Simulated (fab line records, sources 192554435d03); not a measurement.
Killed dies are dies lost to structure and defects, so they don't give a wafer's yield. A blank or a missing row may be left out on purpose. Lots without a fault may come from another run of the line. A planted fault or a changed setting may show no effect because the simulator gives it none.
Problem report in the 8D (eight disciplines) form, filled by code | flow n5_finfet | the parts of the form that need people (team, actions taken, sign-off) are left out

1. THE PROBLEM
spin_speed_rpm at N5_FIN_SAQP_COAT_68 reads a mean of 1533.7 rpm on 6 wafers of 2 lots; wafers without a fault read 1500.0 rpm with a standard deviation of 1.1. That is +31 standard deviations from the usual mean.
The step: time 60 s, resist thk 100 nm.
First seen on wafer L167.2, day 5 07:04, on litho_track-01. The record holds 26 wafers of 9 lots with a number at this step. Rule for "out", or "out of limits": more than 4 standard deviations from the usual mean. The other wafers with a number count as sound.

2. WHAT IT IS AND WHAT IT IS NOT
question                    | is                     | is not
which readings at this step | spin_speed_rpm         | heater_power_total_W
which lots                  | L167, L169             | L158, L160, L163, L172, L173, L174, L175
which wafers of those lots  | all that have a number | -
read on which tools         | litho_track-01         | litho_track-02, litho_track-05
when                        | from day 5 07:04       | up to then (9 sound wafers); but 11 sound wafers of L172, L173, L174, L175 came after

3. SUSPECTS, AND WHAT RULES EACH OUT
Counting: a tool at a process step up to the reading stays a suspect if it ran every lot that is out and no sound lot after the first of them.
- litho_track-01 at N5_FIN_SAQP_COAT_68 (time 60 s, resist thk 100 nm): kept. It ran every lot that is out, first L167 (day 5 07:04), and no sound lot after that; its last sound lot up to then is L160 (day 3 14:29). Its own readings are out on those wafers: spin_speed_rpm.
Left after counting: litho_track-01 at N5_FIN_SAQP_COAT_68.

4. THE CAUSE (what the simulator had put in)
Process parameter drift: litho_track-01, from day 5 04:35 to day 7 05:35, at N5_FIN_SAQP_COAT_68. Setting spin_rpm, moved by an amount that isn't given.
Counting left only this tool.

5. THE CHAIN OF EFFECTS, in route order
Each row: a reading whose mean over the struck wafers that have a number lies more than 3 standard deviations from the usual. Only readings for which the record gives a usual standard deviation are gone through. hours: the time from each lot's start at the first step in this table that gives one to its start at this step, as a median over the lots. sigmas: the change in usual standard deviations.
hours | step                | reading        | usual      | on struck wafers | change | sigmas
0     | N5_FIN_SAQP_COAT_68 | spin_speed_rpm | 1500.0 rpm | 1533.7           | +33.7  | +31
The process steps in it:
- N5_FIN_SAQP_COAT_68: time 60 s, resist thk 100 nm.
Later measuring or inspecting steps at which every struck wafer that the step has a row for has a number for every such reading, and none has moved that far: N5_BEOL_M4_RC_MEAS_101.

6. WHAT WOULD HAVE CAUGHT IT SOONER
In this record the first reading out of limits was taken at day 5 07:04, 2 hours after the fault began at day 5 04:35.
